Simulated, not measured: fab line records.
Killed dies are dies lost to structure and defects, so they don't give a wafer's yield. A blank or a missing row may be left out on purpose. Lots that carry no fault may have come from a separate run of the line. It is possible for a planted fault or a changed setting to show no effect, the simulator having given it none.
Which of the tools did it? ; flow nand harc ; Sampling: 15 lots, 44 wafers, 3 of 1302 route steps

## WHAT THE GAUGES SHOWED, per wafer
NHARC_A_SLIT_INSPECT_11. Usual: raw defect count at 55, with a standard deviation of 32.
lot;measured;on;raw defect count;flag
L558;day 20 16:43;defect inspect-02;51 56 50;
L561;day 20 22:59;defect inspect-01;22 15 20;
L560;day 21 00:22;defect inspect-01;19 26 30;
L559;day 21 04:05;defect inspect-01;86 110 111;
L564;day 22 05:18;defect inspect-01;21 22 23;
L562;day 22 05:27;defect inspect-01;113 111 94;
L566;day 23 07:11;defect inspect-01;103 115 129;
L565;day 23 12:46;defect inspect-02;26 38 36;
L571;day 25 13:08;defect inspect-01;22 30;
L572;day 26 06:45;defect inspect-01;88 79 82;
L574;day 26 22:40;defect inspect-02;98 92 104;
L575;day 27 16:20;defect inspect-02;32 22 25;
L579;day 28 20:17;defect inspect-02;44 51 38;
L581;day 29 12:02;defect inspect-01;88 64 69;
L580;day 29 12:20;defect inspect-01;36 38 36;

NHARC_A_SLIT_CD_MEAS_21. Usual: cd nm at 289.9 nm, with a standard deviation of 1.1.
lot;measured;on;cd nm (nm);flag
L558;day 21 00:50;cd sem-02;289.6 290.6 290.1;
L561;day 21 08:49;cd sem-01;289.3 289.5 290.4;
L560;day 21 10:43;cd sem-02;288.5 289.5 288.1;
L559;day 21 14:31;cd sem-01;290.3 290.1 290.7;
L564;day 22 11:41;cd sem-02;290.1 289.5 290.3;
L562;day 22 11:51;cd sem-03;290.3 289.5 289.4;
L566;day 23 13:33;cd sem-02;288.9 289.7 289.7;
L565;day 23 19:11;cd sem-03;287.2 288.6 287.7;
L571;day 25 22:43;cd sem-01;290.7 290.1;
L572;day 26 13:11;cd sem-02;289.2 288.0 287.2;
L574;day 27 05:27;cd sem-01;287.5 288.0 288.0;
L575;day 27 23:00;cd sem-01;291.3 290.6 291.1;
L579;day 29 02:49;cd sem-02;291.1 291.8 290.4;
L581;day 29 18:22;cd sem-02;291.2 290.9 290.9;
L580;day 29 19:25;cd sem-02;290.2 290.2 290.1;

## WHICH TOOL RAN EACH LOT (tool, then ch and the chambers of the sampled wafers, then the start)
lot;NHARC_A_SLIT_ETCH_29
L558;rie diel-03 ch 0,1,3, day 21 00:18
L561;rie diel-03 ch 0,1,2, day 21 08:19
L560;rie diel-03 ch 0,2, day 21 10:11
L559;rie diel-02 ch 1,3, day 21 13:59
L564;rie diel-03 ch 0,2,3, day 22 11:09
L562;rie diel-02 ch 0,1,3, day 22 11:19
L566;rie diel-02 ch 0,3, day 23 13:01
L565;rie diel-05 ch 1,3, day 23 18:40
L571;rie diel-02 ch 2,3, day 25 22:12
L572;rie diel-05 ch 0,1,2, day 26 12:39
L574;rie diel-02 ch 0,3, day 27 04:55
L575;rie diel-05 ch 0,3, day 27 22:27
L579;rie diel-03 ch 0,2,3, day 29 02:13
L581;rie diel-02 ch 0,2,3, day 29 17:50
L580;rie diel-02 ch 0,2,3, day 29 18:53
- NHARC_A_SLIT_ETCH_29: etches the open film in CF4/O2, target depth 100 nm, overetch 10 nm, time 55 s.

## WHAT THE TOOLS THEMSELVES READ (means of the sampled wafers that have a number; where no wafer has one, the mark that the record gives instead)
NHARC_A_SLIT_ETCH_29. Usual: drypump motor current A 5.9 A, standard deviation 0.56; mfc ar sccm 0.015 sccm, standard deviation 0.018; oes product au 0.999 a.u., standard deviation 0.011; rf vpp V 197.9 V, standard deviation 1.1; showerhead plenum p Torr 1.34 Torr, standard deviation 0.033; throttle valve pct 13.397 %, standard deviation 0.0091.
lot;tool;drypump motor current A (A);mfc ar sccm (sccm);oes product au (a.u.);rf vpp V (V);showerhead plenum p Torr (Torr);throttle valve pct (%);flag
L558;rie diel-03;6.4;0.005;1.001;198.3;1.31;13.395;
L561;rie diel-03;6.0;0.018;0.990;197.7;1.32;13.397;
L560;rie diel-03;6.3;0.023;1.000;198.3;1.34;13.400;
L559;rie diel-02;5.9;0.012;0.982;197.7;1.36;13.389;
L564;rie diel-03;6.1;0.018;1.004;198.2;1.33;13.388;
L562;rie diel-02;5.7;0.012;1.006;198.2;1.36;13.395;
L566;rie diel-02;5.7;0.000;0.998;197.8;1.36;13.396;
L565;rie diel-05;5.5;0.009;1.002;197.9;1.33;13.394;
L571;rie diel-02;6.2;0.022;0.996;198.3;1.34;13.407;
L572;rie diel-05;5.5;0.000;1.003;198.1;1.38;13.393;
L574;rie diel-02;5.5;0.000;0.993;198.3;1.36;13.404;
L575;rie diel-05;5.8;0.018;0.999;197.7;1.32;13.406;
L579;rie diel-03;6.1;0.018;1.004;197.2;1.33;13.401;
L581;rie diel-02;5.9;0.015;0.999;197.6;1.34;13.400;
L580;rie diel-02;5.9;0.015;1.005;198.9;1.34;13.398;

## THE ANSWER, worked out from the rows above alone
Rule: a lot counts as off when the mean over its wafers that have a number is more than 3 standard deviations away from the usual mean. A lot without any number at a reading at which 4 lots or more have one is off too. Any other lot the step has rows for is counted as sound. First the gauges in route order, then the tools' own readings, where a lot's mean is used as printed above. At the first step where some lot is off, the reading lying furthest off is the one used; lots without a number count as furthest.
No lot is off on any of the readings shown, so nothing can be concluded from this.

## WHAT THE SIMULATOR HAD INSERTED
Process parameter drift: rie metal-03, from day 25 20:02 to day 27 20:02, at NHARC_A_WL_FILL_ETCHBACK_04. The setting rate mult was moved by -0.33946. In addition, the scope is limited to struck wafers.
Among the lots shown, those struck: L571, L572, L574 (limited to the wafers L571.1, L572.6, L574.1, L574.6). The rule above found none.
